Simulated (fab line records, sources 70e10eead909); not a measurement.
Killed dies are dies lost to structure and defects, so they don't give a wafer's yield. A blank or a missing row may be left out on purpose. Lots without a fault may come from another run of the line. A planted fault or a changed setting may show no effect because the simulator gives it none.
fab line records | flow nand_harc
record lots=6 wafers=18 last_day=33
route steps=1302 shown A_SOURCE_PLATE@416 A_ONON_D1@424 END@1302
lots that met no fault: from a run of the same line without faults
start_h: hours from the record's first day to the start of the lot's first wafer shown | wait_h: hours since the lot's step before | " the same as in the row above | L1.1+2: a row that stands for several wafers | - no value, or no start given | * or withheld: withheld | < > ~ a bound
route shown NAME@n: a module of which the file shows steps, and the number in the route of the first | usual: mean/standard deviation of fault-free wafers | same: alike in all rows | chamber/n: place in a boat | sites: the reading at each site | _std_site: their standard deviation | _edge_site: outer sites' mean less inner sites' | radius_mm: how far each site lies from the wafer's centre | mask NAME#n: copy n | behind: the tool/chamber that last shaped the wafer | hold: why the lot was held/for how many hours/how that ended | device: the transistor (n, p or np) that didn't switch | end of line: the same wafers' tests at the end of the route | a step without rows: its recipe alone | killed: dies lost to structure and defects at the first sort, not the wafer's yield | map: a wafer's dies, x killed, . not, _ none there
set.NAME: the setting as run; set.NAME@STEP: as run at that earlier step | model.NAME: the simulator's own value behind a step, which no gauge read
lots at some steps of the route; a table a step, a row a wafer
services: from which hour (start_h, from the record's first day; less than 0 if before it) a tool's chamber was out of use, for how many hours, and why
## steps
# step NHARC_A_SOURCE_PLATE_THK_MEAS_09
# recipe thk_meas_gauge=ellipsometry
# usual thk_nm=9.8/1.1
# columns lot.wafer tool chamber start_h wait_h thk_nm
L271.4 film_metro-02 - 201.12 0.4 9.3
L271.5 " - " " 9.9
L271.6 " - " " 10.6
L273.1 film_metro-02 - 222.93 0.4 9.7
L273.2 " - " " 9.6
L273.4 " - " " 11.5
L284.3 film_metro-02 - 329.35 0.4 8.3
L284.4 " - " " 9.3
L284.6 " - " " 7.4
L286.3 film_metro-02 - 344.40 0.4 10.2
L286.4 " - " " 9.9
L286.6 " - " " 12.0
L287.1 film_metro-02 - 354.32 0.4 10.0
L287.3 " - " " 10.9
L287.6 " - " " 10.6
L289.1 film_metro-01 - 378.97 0.4 9.5
L289.4 " - " " 10.5
L289.5 " - " " 10.2
# step NHARC_A_SOURCE_PLATE_PVD_04
# recipe target_thk_a=500 material=WSi2
# step NHARC_A_SOURCE_PLATE_CVD_03
# recipe target_thk_a=2000 temp_c=620 pressure_mtorr=200 time_s=4000 material=poly-Si
# step NHARC_A_SOURCE_PLATE_ANNEAL_05
# recipe temp_c=850 time_s=1800
# step NHARC_A_SOURCE_PLATE_THK_MEAS_06
# recipe thk_meas_gauge=ellipsometry
# usual thk_nm=200.3/2.2
# columns lot.wafer tool chamber start_h wait_h thk_nm
L271.4 film_metro-02 - 217.60 0.4 202.5
L271.5 " - " " 202.0
L271.6 " - " " 199.1
L273.1 film_metro-01 - 236.61 0.4 204.0
L273.2 " - " " 203.0
L273.4 " - " " 205.2
L284.3 film_metro-01 - 342.01 0.4 200.5
L284.4 " - " " 202.5
L284.6 " - " " 204.0
L286.3 film_metro-01 - 357.89 0.4 200.1
L286.4 " - " " 200.3
L286.6 " - " " 199.2
L287.1 film_metro-01 - 367.17 0.4 198.8
L287.3 " - " " 202.7
L287.6 " - " " 201.1
L289.1 film_metro-01 - 392.72 0.4 200.8
L289.4 " - " " 200.4
L289.5 " - " " 201.9
# step NHARC_A_SOURCE_PLATE_INSPECT_08
# usual raw_defect_count=66/25
# columns lot.wafer tool chamber start_h wait_h raw_defect_count
L271.4 defect_inspect-02 - 217.70 0.0 60
L271.5 " - " " 93
L271.6 " - " " 22
L273.1 defect_inspect-01 - 236.69 0.0 70
L273.2 " - " " 109
L273.4 " - " " 41
L284.3 defect_inspect-02 - 342.07 0.0 56
L284.4 " - " " 57
L284.6 " - " " 48
L286.3 defect_inspect-02 - 358.00 0.0 70
L286.4 " - " " 86
L286.6 " - " " 94
L287.1 defect_inspect-02 - 367.24 0.0 58
L287.3 " - " " 63
L287.6 " - " " 133
L289.1 defect_inspect-02 - 392.80 0.0 52
L289.4 " - " " 76
L289.5 " - " " 64
# step NHARC_A_ONON_D1_DEP_00
# recipe target_thk_a=10000 n2_flow_sccm=2750 n2o_flow_sccm=2000 nh3_flow_sccm=500 sih4_flow_sccm=210 temp_c=400
# step NHARC_A_ONON_D1_THK_MEAS_02
# recipe thk_meas_gauge=ellipsometry
# usual thk_nm=999/10
# columns lot.wafer tool chamber start_h wait_h thk_nm
L271.4 film_metro-02 - 218.30 - 1015
L271.5 " - " " 1017
L271.6 " - " " 1016
L273.1 film_metro-01 - 237.27 - 981
L273.2 " - " " 983
L273.4 " - " " 982
L284.3 film_metro-01 - 342.64 - 1016
L284.4 " - " " 1016
L284.6 " - " " 1018
L286.3 film_metro-02 - 358.57 - 998
L286.4 " - " " 999
L286.6 " - " " 998
L287.1 film_metro-01 - 367.81 - 996
L287.3 " - " " 996
L287.6 " - " " 996
L289.1 film_metro-01 - 393.38 - 990
L289.4 " - " " 991
L289.5 " - " " 992
# step NHARC_A_ONON_D1_DEP_03
# recipe target_thk_a=10000 n2_flow_sccm=2750 n2o_flow_sccm=2000 nh3_flow_sccm=500 sih4_flow_sccm=210 temp_c=400
# step NHARC_A_ONON_D1_THK_MEAS_05
# recipe thk_meas_gauge=ellipsometry
# usual thk_nm=1000/7.5
# columns lot.wafer tool chamber start_h wait_h thk_nm
L271.4 film_metro-02 - 218.87 - 996
L271.5 " - " " 997
L271.6 " - " " 996
L273.1 film_metro-02 - 237.84 - 1002
L273.2 " - " " 1001
L273.4 " - " " 1003
L284.3 film_metro-01 - 343.21 - 1003
L284.4 " - " " 1003
L284.6 " - " " 1003
L286.3 film_metro-01 - 359.13 - 1003
L286.4 " - " " 1001
L286.6 " - " " 1002
L287.1 film_metro-01 - 368.38 - 1012
L287.3 " - " " 1013
L287.6 " - " " 1011
L289.1 film_metro-02 - 393.94 - 992
L289.4 " - " " 992
L289.5 " - " " 993
# step NHARC_A_ONON_D1_DEP_06
# recipe target_thk_a=10000 n2_flow_sccm=2750 n2o_flow_sccm=2000 nh3_flow_sccm=500 sih4_flow_sccm=210 temp_c=400
# usual nh3_flow_sccm=499.5/1.3 susceptor_temp_C=399.99/0.2
# columns lot.wafer tool chamber start_h wait_h nh3_flow_sccm susceptor_temp_C
L271.4 pecvd_onon-02 0 219.09 0.2 498.3 400.39
L271.5 " 0 " " 496.8 400.32
L271.6 " 0 " " 498.2 400.20
L273.1 pecvd_onon-01 0 237.89 0.1 497.9 400.35
L273.2 " 0 " " 496.4 400.22
L273.4 " 0 " " 498.9 400.38
L284.3 pecvd_onon-01 0 343.38 0.2 499.3 399.88
L284.4 " 0 " " 500.1 400.17
L284.6 " 0 " " 497.9 399.77
L286.3 pecvd_onon-02 0 359.30 0.2 500.7 400.15
L286.4 " 0 " " 499.7 399.94
L286.6 " 0 " " 502.6 400.28
L287.1 pecvd_onon-01 0 368.57 0.2 499.3 399.93
L287.3 " 0 " " 497.7 399.77
L287.6 " 0 " " 498.7 399.98
L289.1 pecvd_onon-02 0 394.00 0.1 501.7 400.23
L289.4 " 0 " " 501.0 399.82
L289.5 " 0 " " 499.4 399.76
# step NHARC_A_ONON_D1_THK_MEAS_08
# recipe thk_meas_gauge=ellipsometry
# usual thk_nm=1002/11
# columns lot.wafer tool chamber start_h wait_h thk_nm
L271.4 film_metro-02 - 219.43 - 1003
L271.5 " - " " 1001
L271.6 " - " " 1001
L273.1 film_metro-01 - 238.40 - 1000
L273.2 " - " " 1000
L273.4 " - " " 1001
L284.3 film_metro-01 - 343.78 - 997
L284.4 " - " " 998
L284.6 " - " " 996
L286.3 film_metro-02 - 359.70 - 1624
L286.4 " - " " 1626
L286.6 " - " " 1625
L287.1 film_metro-01 - 369.08 - 983
L287.3 " - " " 984
L287.6 " - " " 985
L289.1 film_metro-02 - 394.51 - 1648
L289.4 " - " " 1649
L289.5 " - " " 1648
# step NHARC_A_ONON_D1_DEP_09
# recipe target_thk_a=10000 n2_flow_sccm=2750 n2o_flow_sccm=2000 nh3_flow_sccm=500 sih4_flow_sccm=210 temp_c=400
# step NHARC_END_SORT_01
# recipe temp_c=25
# usual killed_at_array=55/19 killed_at_other=0.8/1.1 killed_at_periphery=4.0/2.6 killed_dies=60/20 killed_open=3.4/1.7 killed_short=2.6/1.5
# same gross_dies=677
# columns lot.wafer tool chamber start_h wait_h killed_at_array killed_at_other killed_at_periphery killed_dies killed_open killed_short
L271.4 prober-02 0 620.58 3.4 67 0 4 71 4 2
L271.6 prober-02 0 622.17 4.0 70 0 4 74 6 3
L286.3 prober-01 0 763.80 3.1 672 0 5 677 4 0
L286.4 prober-01 0 764.60 3.4 671 0 6 677 6 2
L286.6 prober-01 0 766.18 4.0 673 0 4 677 2 2
L289.1 prober-02 0 790.95 2.5 672 3 2 677 9 2
L289.4 prober-02 0 793.36 3.4 673 2 2 677 3 4
L289.5 prober-02 0 794.17 3.7 674 0 3 677 5 1
# killed by level:class
L271.4 A_SLIT:chamber_film_flake=25 A_CHANNEL_HOLE_D1:chamber_film_flake=24 A_CONTACT:chamber_film_flake=6 A_CHANNEL_HOLE_D2:chamber_film_flake=5 A_M0:geometric_particle:open=2 P_ZERO_WELL:chamber_film_flake=2 A_CHANNEL_FILL_D1:geometric_particle:open=1 A_DECK1_JOINT:geometric_particle:short=1
L271.6 A_CHANNEL_HOLE_D1:chamber_film_flake=29 A_SLIT:chamber_film_flake=17 A_CHANNEL_HOLE_D2:chamber_film_flake=8 A_CONTACT:chamber_film_flake=6 A_M0:geometric_particle:open=2 P_ZERO_WELL:chamber_film_flake=2 P_M0:geometric_particle:open=1 A_CHANNEL_HOLE_D1:geometric_particle:open=1
L286.3 A_ONON_D1:area_dep=644 A_CHANNEL_HOLE_D1:chamber_film_flake=9 A_CONTACT:chamber_film_flake=5 P_M0:chamber_film_flake=3 A_STAIRCASE:chamber_film_flake=3 A_ZERO_WELL:chamber_film_flake=2 A_CHANNEL_HOLE_D2:chamber_film_flake=2 A_CHANNEL_FILL_D2:chamber_film_flake=2
L286.4 A_ONON_D1:area_dep=639 A_CHANNEL_HOLE_D1:chamber_film_flake=10 A_SLIT:chamber_film_flake=6 A_STAIRCASE:chamber_film_flake=3 A_CONTACT:chamber_film_flake=3 A_ONON_D2:geometric_particle:open=2 P_M0:chamber_film_flake=2 P_STI:geometric_particle:open=1
L286.6 A_ONON_D1:area_dep=643 A_CHANNEL_HOLE_D1:chamber_film_flake=14 A_SLIT:chamber_film_flake=5 P_M0:chamber_film_flake=3 A_CHANNEL_FILL_D2:chamber_film_flake=3 A_SGD_CUT:geometric_particle:short=2 A_STAIRCASE:chamber_film_flake=2 P_CONTACT:geometric_particle:open=1
L289.1 A_ONON_D1:area_dep=638 A_CHANNEL_HOLE_D1:chamber_film_flake=11 A_SLIT:chamber_film_flake=8 A_CONTACT:chamber_film_flake=7 P_M1:geometric_particle:open=2 A_M0:geometric_particle:open=2 THIN_TSV:chamber_film_flake=2 A_CHANNEL_FILL_D1:geometric_particle:open=1
L289.4 A_ONON_D1:area_dep=631 A_CHANNEL_HOLE_D1:chamber_film_flake=19 A_SLIT:chamber_film_flake=9 A_CONTACT:chamber_film_flake=7 THIN_TSV:chamber_film_flake=2 A_ONON_D1:geometric_particle:open=1 A_CHANNEL_HOLE_D1:geometric_particle:short=1 A_CHANNEL_HOLE_D1:geometric_particle:open=1
L289.5 A_ONON_D1:area_dep=626 A_CHANNEL_HOLE_D1:chamber_film_flake=19 A_SLIT:chamber_film_flake=13 A_CONTACT:chamber_film_flake=9 P_CONTACT:geometric_particle:open=1 P_M0:geometric_particle:open=1 A_CHANNEL_HOLE_D1:geometric_particle:open=1 A_CHANNEL_FILL_D1:geometric_particle:open=1
# map L286.3 (x killed, . not)
____________x____________
_________xxxxxxx_________
_______xxxxxxxxxxx_______
______xxxxxxxxxxxxx______
_____xxxxxxxxxxxxxxx_____
____xxxxxxxxxxxxxxxxx____
____xxxxxxxxxxxxxxxxx____
___xxxxxxxxxxxxxxxxxxx___
___xxxxxxxxxxxxxxxxxxx___
__xxxxxxxxxxxxxxxxxxxxx__
__xxxxxxxxxxxxxxxxxxxxx__
_xxxxxxxxxxxxxxxxxxxxxxx_
_xxxxxxxxxxxxxxxxxxxxxxx_
_xxxxxxxxxxxxxxxxxxxxxxx_
_xxxxxxxxxxxxxxxxxxxxxxx_
_xxxxxxxxxxxxxxxxxxxxxxx_
xxxxxxxxxxxxxxxxxxxxxxxxx
xxxxxxxxxxxxxxxxxxxxxxxxx
xxxxxxxxxxxxxxxxxxxxxxxxx
xxxxxxxxxxxxxxxxxxxxxxxxx
xxxxxxxxxxxxxxxxxxxxxxxxx
_xxxxxxxxxxxxxxxxxxxxxxx_
_xxxxxxxxxxxxxxxxxxxxxxx_
_xxxxxxxxxxxxxxxxxxxxxxx_
_xxxxxxxxxxxxxxxxxxxxxxx_
_xxxxxxxxxxxxxxxxxxxxxxx_
__xxxxxxxxxxxxxxxxxxxxx__
__xxxxxxxxxxxxxxxxxxxxx__
___xxxxxxxxxxxxxxxxxxx___
___xxxxxxxxxxxxxxxxxxx___
____xxxxxxxxxxxxxxxxx____
____xxxxxxxxxxxxxxxxx____
_____xxxxxxxxxxxxxxx_____
______xxxxxxxxxxxxx______
_______xxxxxxxxxxx_______
_________xxxxxxx_________
____________x____________
# map L289.1 (x killed, . not)
____________x____________
_________xxxxxxx_________
_______xxxxxxxxxxx_______
______xxxxxxxxxxxxx______
_____xxxxxxxxxxxxxxx_____
____xxxxxxxxxxxxxxxxx____
____xxxxxxxxxxxxxxxxx____
___xxxxxxxxxxxxxxxxxxx___
___xxxxxxxxxxxxxxxxxxx___
__xxxxxxxxxxxxxxxxxxxxx__
__xxxxxxxxxxxxxxxxxxxxx__
_xxxxxxxxxxxxxxxxxxxxxxx_
_xxxxxxxxxxxxxxxxxxxxxxx_
_xxxxxxxxxxxxxxxxxxxxxxx_
_xxxxxxxxxxxxxxxxxxxxxxx_
_xxxxxxxxxxxxxxxxxxxxxxx_
xxxxxxxxxxxxxxxxxxxxxxxxx
xxxxxxxxxxxxxxxxxxxxxxxxx
xxxxxxxxxxxxxxxxxxxxxxxxx
xxxxxxxxxxxxxxxxxxxxxxxxx
xxxxxxxxxxxxxxxxxxxxxxxxx
_xxxxxxxxxxxxxxxxxxxxxxx_
_xxxxxxxxxxxxxxxxxxxxxxx_
_xxxxxxxxxxxxxxxxxxxxxxx_
_xxxxxxxxxxxxxxxxxxxxxxx_
_xxxxxxxxxxxxxxxxxxxxxxx_
__xxxxxxxxxxxxxxxxxxxxx__
__xxxxxxxxxxxxxxxxxxxxx__
___xxxxxxxxxxxxxxxxxxx___
___xxxxxxxxxxxxxxxxxxx___
____xxxxxxxxxxxxxxxxx____
____xxxxxxxxxxxxxxxxx____
_____xxxxxxxxxxxxxxx_____
______xxxxxxxxxxxxx______
_______xxxxxxxxxxx_______
_________xxxxxxx_________
____________x____________
## services
# columns tool chamber start_h hours kind
pecvd_onon-01 - 269.13 13.0 pm
pecvd_onon-02 - 366.00 13.0 pm
## key
first_sign step=NHARC_A_ONON_D1_THK_MEAS_08 reading=thk_nm direction=up sigmas=60 usual=1002 struck=1637
effect step=NHARC_END_SORT_01 reading=killed_at_array direction=up sigmas=32 usual=55 struck=672
more_kills_born_at NHARC_A_ONON_D1_DEP_06@pecvd_onon-02=3821
met_at NHARC_A_ONON_D1_DEP_06
struck_wafers L286.3,L286.4,L286.6,L289.1,L289.4,L289.5
later_rows_left_out L286.3,L286.4,L286.6,L289.1,L289.4,L289.5
tester_left_out L286,L289
onset_between 219.09 359.30
fault kind=process_parameter_drift tool=pecvd_onon-02 chamber=0 onset_h=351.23 steps=NHARC_A_ONON_D1_DEP_06 channel=target_thk_a offset=* shape=step end_h=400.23 acts_in=* stated=*
# tester_left_out: of these lots the tester's yield and bins aren't shown, on N5 and GAA mostly nor the transistor test; their killed dies are dies lost to structure and defects alone, not to doping, threshold or leakage, so they don't give the yield
# later_rows_left_out: the simulator's readings of these wafers behind a module that went badly wrong aren't trusted and aren't shown, but for the sort
